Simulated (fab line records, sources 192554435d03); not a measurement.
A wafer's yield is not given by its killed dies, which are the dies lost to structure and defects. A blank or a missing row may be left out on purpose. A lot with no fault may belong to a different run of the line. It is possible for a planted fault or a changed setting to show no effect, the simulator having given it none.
Chamber matching / flow n5Finfet / 4 sister chambers for N5_SD_EPI_P_ETCH_37 on rieDiel-04
The step etches SOC in N2/H2, overetch 108 nm, time 486 s. 18 wafers are shown with their chamber, then 9 later ones without.

== WAFERS WITH THEIR CHAMBER ==
wafer=L074.3; chamber=2; showerheadPlenumPTorr (Torr)=2.52; drypumpMotorCurrentA (A)=5.2; oesProductAu (a.u.)=0.65
wafer=L074.5; chamber=2; showerheadPlenumPTorr (Torr)=2.52; drypumpMotorCurrentA (A)=5.3; oesProductAu (a.u.)=0.65
wafer=L074.6; chamber=1; showerheadPlenumPTorr (Torr)=2.48; drypumpMotorCurrentA (A)=6.1; oesProductAu (a.u.)=0.73
wafer=L078.1; chamber=1; showerheadPlenumPTorr (Torr)=2.47; drypumpMotorCurrentA (A)=6.1; oesProductAu (a.u.)=0.74
wafer=L078.3; chamber=2; showerheadPlenumPTorr (Torr)=2.52; drypumpMotorCurrentA (A)=5.2; oesProductAu (a.u.)=0.64
wafer=L078.4; chamber=3; showerheadPlenumPTorr (Torr)=2.55; drypumpMotorCurrentA (A)=6.0; oesProductAu (a.u.)=0.68
wafer=L077.1; chamber=0; showerheadPlenumPTorr (Torr)=2.63; drypumpMotorCurrentA (A)=5.9; oesProductAu (a.u.)=0.64
wafer=L077.2; chamber=1; showerheadPlenumPTorr (Torr)=2.47; drypumpMotorCurrentA (A)=6.1; oesProductAu (a.u.)=0.73
wafer=L077.6; chamber=0; showerheadPlenumPTorr (Torr)=2.64; drypumpMotorCurrentA (A)=5.9; oesProductAu (a.u.)=0.64
wafer=L081.1; chamber=0; showerheadPlenumPTorr (Torr)=2.63; drypumpMotorCurrentA (A)=5.9; oesProductAu (a.u.)=0.64
wafer=L081.2; chamber=2; showerheadPlenumPTorr (Torr)=2.52; drypumpMotorCurrentA (A)=5.2; oesProductAu (a.u.)=0.64
wafer=L081.5; chamber=3; showerheadPlenumPTorr (Torr)=2.55; drypumpMotorCurrentA (A)=6.0; oesProductAu (a.u.)=0.68
wafer=L084.1; chamber=1; showerheadPlenumPTorr (Torr)=2.47; drypumpMotorCurrentA (A)=6.1; oesProductAu (a.u.)=0.73
wafer=L084.5; chamber=2; showerheadPlenumPTorr (Torr)=2.52; drypumpMotorCurrentA (A)=5.2; oesProductAu (a.u.)=0.63
wafer=L084.6; chamber=3; showerheadPlenumPTorr (Torr)=2.55; drypumpMotorCurrentA (A)=5.9; oesProductAu (a.u.)=0.67
wafer=L086.1; chamber=1; showerheadPlenumPTorr (Torr)=2.47; drypumpMotorCurrentA (A)=6.1; oesProductAu (a.u.)=0.72
wafer=L086.3; chamber=3; showerheadPlenumPTorr (Torr)=2.54; drypumpMotorCurrentA (A)=6.0; oesProductAu (a.u.)=0.67
wafer=L086.5; chamber=3; showerheadPlenumPTorr (Torr)=2.54; drypumpMotorCurrentA (A)=6.0; oesProductAu (a.u.)=0.68

SIGNATURES (means of the wafers above)
reading=showerheadPlenumPTorr; chamber 0=2.6333; chamber 1=2.4720; chamber 2=2.5200; chamber 3=2.5460; scatter within a chamber=0.00436
reading=drypumpMotorCurrentA; chamber 0=5.900; chamber 1=6.100; chamber 2=5.220; chamber 3=5.980; scatter within a chamber=0.0338
reading=oesProductAu; chamber 0=0.6400; chamber 1=0.7300; chamber 2=0.6420; chamber 3=0.6760; scatter within a chamber=0.00655
Rule: for a wafer and a chamber, the distance is found by dividing, reading by reading, the gap between the wafer's reading and the chamber's mean by the reading's scatter, squaring, summing and taking the root. The wafer belongs to the nearest chamber; if the next one is less than 2 further off, it can't be placed. The scatter: take each reading less its chamber's mean, square it, sum over the shown wafers, divide by the number of wafers less the number of chambers, and take the root.

== WAFERS WITHOUT THEIR CHAMBER ==
wafer=L088.3; showerheadPlenumPTorr (Torr)=2.47; drypumpMotorCurrentA (A)=6.1; oesProductAu (a.u.)=0.71
wafer=L088.5; showerheadPlenumPTorr (Torr)=2.51; drypumpMotorCurrentA (A)=5.2; oesProductAu (a.u.)=0.64
wafer=L088.6; showerheadPlenumPTorr (Torr)=2.54; drypumpMotorCurrentA (A)=5.9; oesProductAu (a.u.)=0.67
wafer=L089.1; showerheadPlenumPTorr (Torr)=2.51; drypumpMotorCurrentA (A)=5.3; oesProductAu (a.u.)=0.63
wafer=L089.3; showerheadPlenumPTorr (Torr)=2.54; drypumpMotorCurrentA (A)=6.0; oesProductAu (a.u.)=0.67
wafer=L089.6; showerheadPlenumPTorr (Torr)=2.54; drypumpMotorCurrentA (A)=6.0; oesProductAu (a.u.)=0.67
wafer=L097.1; showerheadPlenumPTorr (Torr)=2.46; drypumpMotorCurrentA (A)=6.1; oesProductAu (a.u.)=0.70
wafer=L097.3; showerheadPlenumPTorr (Torr)=2.54; drypumpMotorCurrentA (A)=6.0; oesProductAu (a.u.)=0.67
wafer=L097.6; showerheadPlenumPTorr (Torr)=2.54; drypumpMotorCurrentA (A)=6.0; oesProductAu (a.u.)=0.66

== WHICH CHAMBER EACH ONE RAN IN ==
wafer=L088.3; from the rows above=1; in truth=1
wafer=L088.5; from the rows above=2; in truth=2
wafer=L088.6; from the rows above=3; in truth=3
wafer=L089.1; from the rows above=2; in truth=2
wafer=L089.3; from the rows above=3; in truth=3
wafer=L089.6; from the rows above=3; in truth=3
wafer=L097.1; from the rows above=1; in truth=1
wafer=L097.3; from the rows above=3; in truth=3
wafer=L097.6; from the rows above=3; in truth=3
9 of 9 placed correctly. Number that these rows cannot place: 0. Placed wrongly: 0.
